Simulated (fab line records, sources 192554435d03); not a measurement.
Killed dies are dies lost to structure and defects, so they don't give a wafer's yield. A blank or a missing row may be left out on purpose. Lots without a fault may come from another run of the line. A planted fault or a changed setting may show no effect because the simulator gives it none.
Chamber matching | flow n5_finfet | N5_BEOL_M1_ETCHBACK_99 on rie_diel-03: 3 sister chambers
The step etches SiO2 in CHF3, target depth 5 nm, time 10.4 s. 16 wafers are shown with their chamber, then 7 later ones without.

WAFERS WITH THEIR CHAMBER
wafer  | chamber | showerhead_plenum_p_Torr (Torr) | rf_vpp_V (V) | drypump_motor_current_A (A)
L077.2 | 3       | 2.21                            | 238          | 5.7
L077.4 | 2       | 2.14                            | 246          | 5.6
L077.5 | 0       | 2.07                            | 236          | 5.4
L083.3 | 0       | 2.06                            | 238          | 5.5
L083.4 | 2       | 2.13                            | 245          | 5.7
L083.5 | 2       | 2.13                            | 245          | 5.7
L084.2 | 0       | 2.06                            | 238          | 5.4
L084.5 | 0       | 2.06                            | 238          | 5.5
L084.6 | 2       | 2.13                            | 245          | 5.7
L087.1 | 0       | 2.05                            | 236          | 5.5
L087.2 | 3       | 2.19                            | 239          | 5.7
L087.5 | 2       | 2.13                            | 245          | 5.7
L086.1 | 0       | 2.05                            | 237          | 5.5
L086.5 | 3       | 2.19                            | 238          | 5.7
L086.6 | 0       | 2.05                            | 237          | 5.4
L096.1 | 2       | 2.13                            | 244          | 5.7

SIGNATURES (means of the wafers above)
reading                  | chamber 0 | chamber 2 | chamber 3 | scatter within a chamber
showerhead_plenum_p_Torr | 2.0571    | 2.1317    | 2.1967    | 0.0073
rf_vpp_V                 | 237.14    | 245.00    | 238.33    | 0.761
drypump_motor_current_A  | 5.457     | 5.683     | 5.700     | 0.0443
Rule: a wafer's distance from a chamber is the root of the sum, over the readings, of the square of ((its reading less the chamber's mean) divided by the reading's scatter). The wafer belongs to the nearest chamber; if the next one is less than 2 further off, it can't be placed. The scatter: the root of (the sum of the squares of (reading less its chamber's mean) over the shown wafers, divided by (wafers less chambers)).

WAFERS WITHOUT THEIR CHAMBER
wafer  | showerhead_plenum_p_Torr (Torr) | rf_vpp_V (V) | drypump_motor_current_A (A)
L096.5 | 2.05                            | 238          | 5.5
L096.6 | 2.19                            | 239          | 5.6
L093.3 | 2.19                            | 237          | 5.6
L093.4 | 2.05                            | 238          | 5.5
L093.6 | 2.19                            | 238          | 5.7
L090.2 | 2.05                            | 237          | 5.5
L090.4 | 2.19                            | 237          | 5.7

WHICH CHAMBER EACH WENT THROUGH
wafer  | from the rows above | in truth
L096.5 | 0                   | 0
L096.6 | 3                   | 3
L093.3 | 3                   | 3
L093.4 | 0                   | 0
L093.6 | 3                   | 3
L090.2 | 0                   | 0
L090.4 | 3                   | 3
Placed correctly: 7 of 7. Can't be placed from these rows: 0. Placed wrongly: 0.
